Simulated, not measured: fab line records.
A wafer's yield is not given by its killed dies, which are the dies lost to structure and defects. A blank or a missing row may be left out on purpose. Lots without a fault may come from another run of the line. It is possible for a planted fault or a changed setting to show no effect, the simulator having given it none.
Chamber matching + flow nand_harc + NHARC_A_STAIRCASE_DESCUM_186 on rie_diel-07: 4 sister chambers
The step chemistry O2, time 3 s. 4 wafers are shown with their chamber, then 10 later ones without.

## WAFERS WITH THEIR CHAMBER
| wafer  | chamber | showerhead_plenum_p_Torr (Torr) |
|--------|---------|---------------------------------|
| L080.2 | 1       | 1.95                            |
| L080.6 | 0       | 1.88                            |
| L084.1 | 2       | 2.04                            |
| L084.2 | 3       | 1.78                            |

## WAFERS WITH NO CHAMBER GIVEN
| wafer  | showerhead_plenum_p_Torr (Torr) |
|--------|---------------------------------|
| L084.6 | 1.87                            |
| L094.1 | 1.86                            |
| L094.4 | 2.03                            |
| L094.5 | 1.94                            |
| L096.2 | 1.86                            |
| L096.3 | 1.77                            |
| L096.6 | 1.94                            |
| L097.3 | 2.03                            |
| L097.5 | 1.77                            |
| L097.6 | 1.86                            |

## WHICH CHAMBER EACH ONE RAN IN
| wafer  | from the rows above | in truth |
|--------|---------------------|----------|
| L084.6 | 0                   | 0        |
| L094.1 | 0                   | 0        |
| L094.4 | 2                   | 2        |
| L094.5 | 1                   | 1        |
| L096.2 | 0                   | 0        |
| L096.3 | 3                   | 3        |
| L096.6 | 1                   | 1        |
| L097.3 | 2                   | 2        |
| L097.5 | 3                   | 3        |
| L097.6 | 0                   | 0        |
Correctly placed: 10 of 10. From these rows, 0 cannot be placed. Placed wrongly: 0.
How it was worked out, from the rows above alone: a wafer's distance from a chamber is the root of the sum, over the readings, of the square of ((its reading less the chamber's mean) divided by the reading's scatter). If the next closest chamber is less than 2 further off than the closest, the wafer can't be placed; otherwise it belongs to the closest. For every chamber, the mean is computed from those of its wafers that are shown. The scatter: root of mean squared gap, hidden wafer to nearest shown wafer, with one shown wafer a chamber.
